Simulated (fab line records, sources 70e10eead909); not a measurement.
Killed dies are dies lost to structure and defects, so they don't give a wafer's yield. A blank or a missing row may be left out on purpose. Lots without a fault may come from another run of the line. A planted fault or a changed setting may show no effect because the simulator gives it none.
One fault seen from 2 desks | flow nand_harc | each desk has only its own numbers; what lay behind them comes last

THE TOOL OWNER'S DESK: litho_track-06
The tool's own readings at NHARC_A_SLIT_SOFTBAKE_04 (time 55 s): means of the sampled wafers that have a number, for each lot that ran on this tool. A lot is out of limits, marked OUT, if its mean lies more than 4 standard deviations from the usual mean; the brackets give that distance.
Columns: A = heater_power_total_W at NHARC_A_SLIT_SOFTBAKE_04, usual 188.43 W
lot  | first seen here | A
L819 | day 20 22:00    | 188.34
L818 | day 21 07:00    | 188.51
L822 | day 22 16:00    | 188.36
L830 | day 25 20:00    | 173.16 (-99 or more) OUT
L831 | day 26 17:00    | 173.20 (-99 or more) OUT
L838 | day 29 16:00    | 188.42
This desk's finding: out of limits on L830, L831; first on L830, day 25 20:00 (heater_power_total_W at NHARC_A_SLIT_SOFTBAKE_04). In limits: L819, L818, L822, L838.

THE METROLOGY DESK
What the gauges read, lot by lot, whatever tool the lot ran on: means of the sampled wafers that have a number. A lot is out of limits, marked OUT, if its mean lies more than 4 standard deviations from the usual mean; the brackets give that distance.
Columns: A = cd_nm at NHARC_A_SGD_CUT_CD_MEAS_09, usual 100.0 nm; B = overlay_x_nm at NHARC_A_SGD_CUT_OVL_MEAS_10, usual -0.3 nm; C = overlay_y_nm at NHARC_A_SGD_CUT_OVL_MEAS_10, usual 0.0 nm
lot  | first seen here | A     | B    | C
L816 | day 19 14:29    | 99.6  | -0.6 | -0.5
L815 | day 19 14:49    | 99.3  | -1.1 | 0.0
L817 | day 20 05:06    | 99.3  | -0.6 | 1.4
L819 | day 20 11:32    | 99.5  | -0.7 | 1.0
L820 | day 20 20:11    | 100.3 | -1.6 | -0.6
L818 | day 20 20:29    | 100.1 | -0.6 | 0.5
L821 | day 21 16:40    | 99.6  | 0.8  | -0.3
L822 | day 22 04:48    | 100.5 | -1.0 | 0.1
L827 | day 24 03:45    | 99.5  | 0.8  | -0.7
L830 | day 25 06:51    | 99.9  | 0.4  | 0.3
L831 | day 26 02:37    | 100.6 | 0.7  | -0.8
L837 | day 28 04:46    | 99.9  | 0.7  | 0.8
L836 | day 28 05:09    | 100.5 | -1.0 | 0.0
L838 | day 29 02:54    | 99.9  | -0.3 | 0.4
This desk's finding: nothing out of limits on any of the 14 lots.

PUT TOGETHER
The tool owner's desk could have raised an alarm at day 25 20:00, on L830, L831.
The metrology desk saw nothing out of limits.
The metrology desk has L830, L831 on record, within its limits.
Of the lots named, all ran NHARC_A_SLIT_SOFTBAKE_04 on litho_track-06.

WHAT THE SIMULATOR HAD PUT IN
Process parameter drift: litho_track-06, from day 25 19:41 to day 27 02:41, at NHARC_A_SLIT_SOFTBAKE_04. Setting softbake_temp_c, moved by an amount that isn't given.
Lots struck among those shown: L830, L831.
Hours from the fault's start to each desk's first reading out of limits: the tool owner's desk, 0.
